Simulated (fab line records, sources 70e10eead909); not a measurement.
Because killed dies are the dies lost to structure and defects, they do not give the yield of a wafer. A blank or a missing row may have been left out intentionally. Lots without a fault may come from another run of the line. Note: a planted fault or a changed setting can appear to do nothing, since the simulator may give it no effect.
Chamber matching || flow nandHarc || rieDiel-06 running NHARC_P_BONDPAD_DESCUM_11: 4 sister chambers
The step chemistry O2, time 3 s. 8 wafers are shown with their chamber, then 9 later ones without.

== WAFERS WITH THEIR CHAMBER ==
{"wafer": "L602.1", "chamber": 0, "oesProductAu (a.u.)": 1.003, "rfVppV (V)": 58.9}
{"wafer": "L605.3", "chamber": 1, "oesProductAu (a.u.)": 1.014, "rfVppV (V)": 57.5}
{"wafer": "L605.6", "chamber": 2, "oesProductAu (a.u.)": 0.999, "rfVppV (V)": 59.7}
{"wafer": "L606.4", "chamber": 2, "oesProductAu (a.u.)": 0.988, "rfVppV (V)": 58.4}
{"wafer": "L606.5", "chamber": 3, "oesProductAu (a.u.)": 1.001, "rfVppV (V)": 59.3}
{"wafer": "L607.1", "chamber": 3, "oesProductAu (a.u.)": 1.002, "rfVppV (V)": 57.8}
{"wafer": "L607.2", "chamber": 1, "oesProductAu (a.u.)": 1.010, "rfVppV (V)": 57.8}
{"wafer": "L607.3", "chamber": 0, "oesProductAu (a.u.)": 0.998, "rfVppV (V)": 59.0}

== WAFERS WITH NO CHAMBER GIVEN ==
{"wafer": "L609.2", "oesProductAu (a.u.)": 0.999, "rfVppV (V)": 57.5}
{"wafer": "L609.4", "oesProductAu (a.u.)": 0.999, "rfVppV (V)": 58.9}
{"wafer": "L609.6", "oesProductAu (a.u.)": 0.999, "rfVppV (V)": 60.3}
{"wafer": "L608.1", "oesProductAu (a.u.)": 0.999, "rfVppV (V)": 57.4}
{"wafer": "L608.4", "oesProductAu (a.u.)": 1.010, "rfVppV (V)": 58.0}
{"wafer": "L608.6", "oesProductAu (a.u.)": 0.997, "rfVppV (V)": 57.1}
{"wafer": "L617.1", "oesProductAu (a.u.)": 0.994, "rfVppV (V)": 59.6}
{"wafer": "L617.3", "oesProductAu (a.u.)": 1.003, "rfVppV (V)": 57.3}
{"wafer": "L617.4", "oesProductAu (a.u.)": 0.994, "rfVppV (V)": 57.4}

== THE CHAMBER EACH PASSED THROUGH ==
{"wafer": "L609.2", "from the rows above": "can't be placed: 3 or 0 or 2 or 1", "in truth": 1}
{"wafer": "L609.4", "from the rows above": "can't be placed: 0 or 3 or 2", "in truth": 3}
{"wafer": "L609.6", "from the rows above": "can't be placed: 0 or 2 or 3", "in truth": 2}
{"wafer": "L608.1", "from the rows above": "can't be placed: 3 or 0 or 2 or 1", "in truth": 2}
{"wafer": "L608.4", "from the rows above": "can't be placed: 1 or 3 or 0", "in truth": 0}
{"wafer": "L608.6", "from the rows above": "can't be placed: 3 or 0 or 2 or 1", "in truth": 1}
{"wafer": "L617.1", "from the rows above": "can't be placed: 2 or 0 or 3", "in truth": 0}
{"wafer": "L617.3", "from the rows above": "can't be placed: 3 or 1 or 0 or 2", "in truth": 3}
{"wafer": "L617.4", "from the rows above": "can't be placed: 3 or 2 or 0 or 1", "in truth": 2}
Placed correctly: 0 of 9. These rows do not allow placing 9 (true chamber among the candidates in 9). Placed wrongly: 0.
How it was worked out, from the rows above alone: a wafer's distance from a chamber is the root of the sum, over the readings, of the square of ((its reading less the chamber's mean) divided by the reading's scatter). The wafer belongs to the nearest chamber; if the next one is less than 2 further off, it can't be placed. The mean given for a chamber averages the wafers shown for that chamber. The scatter is the square root of a quotient: the sum, over the shown wafers, of each reading's squared deviation from its chamber's mean, divided by wafers minus chambers.
